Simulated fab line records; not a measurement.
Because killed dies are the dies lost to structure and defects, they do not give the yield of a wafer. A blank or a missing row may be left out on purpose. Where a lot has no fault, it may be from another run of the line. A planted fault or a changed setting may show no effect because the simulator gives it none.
Matching of chambers	flow n5 finfet	ald sin-04 running N5_STI_FIN_REVEAL_ALD_00: 4 sister chambers
The step deposits SiO2, target thk 1 nm, pulse time 1 s. 8 wafers are shown with their chamber, then 8 later ones without.

## WAFERS, EACH WITH ITS CHAMBER
wafer	chamber	heater power w (W)	precursor pulse height rel
L077.5	2	495	1.024
L083.1	3	533	0.980
L090.3	1	450	1.003
L090.6	2	498	1.002
L091.1	3	527	0.983
L091.3	0	438	0.982
L091.6	0	440	0.984
L093.2	1	440	0.996

## WAFERS WHOSE CHAMBER IS MISSING
wafer	heater power w (W)	precursor pulse height rel
L093.3	486	0.957
L093.5	456	0.980
L094.1	524	1.012
L094.4	482	0.948
L094.5	525	0.990
L096.2	449	0.994
L096.3	500	0.989
L096.5	528	1.032

## EACH ONE'S CHAMBER
wafer	from the rows above	in truth
L093.3	2	2
L093.5	can't be placed: 1 or 0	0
L094.1	3	3
L094.4	2	2
L094.5	3	3
L096.2	can't be placed: 1 or 0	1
L096.3	2	2
L096.5	can't be placed: 3 or 2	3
Placed correctly: 5 of 8. Not placeable from these rows: 3 (in 3, the candidates include the true chamber). Wrongly placed: 0.
How it was worked out, from the rows above alone: a wafer's distance from a chamber is the root of the sum, over the readings, of the square of ((its reading less the chamber's mean) divided by the reading's scatter). The wafer belongs to the nearest chamber; if the next one is less than 2 further off, it can't be placed. For every chamber, the mean is computed from those of its wafers that are shown. The scatter is the square root of a quotient: the sum, over the shown wafers, of each reading's squared deviation from its chamber's mean, divided by wafers minus chambers.
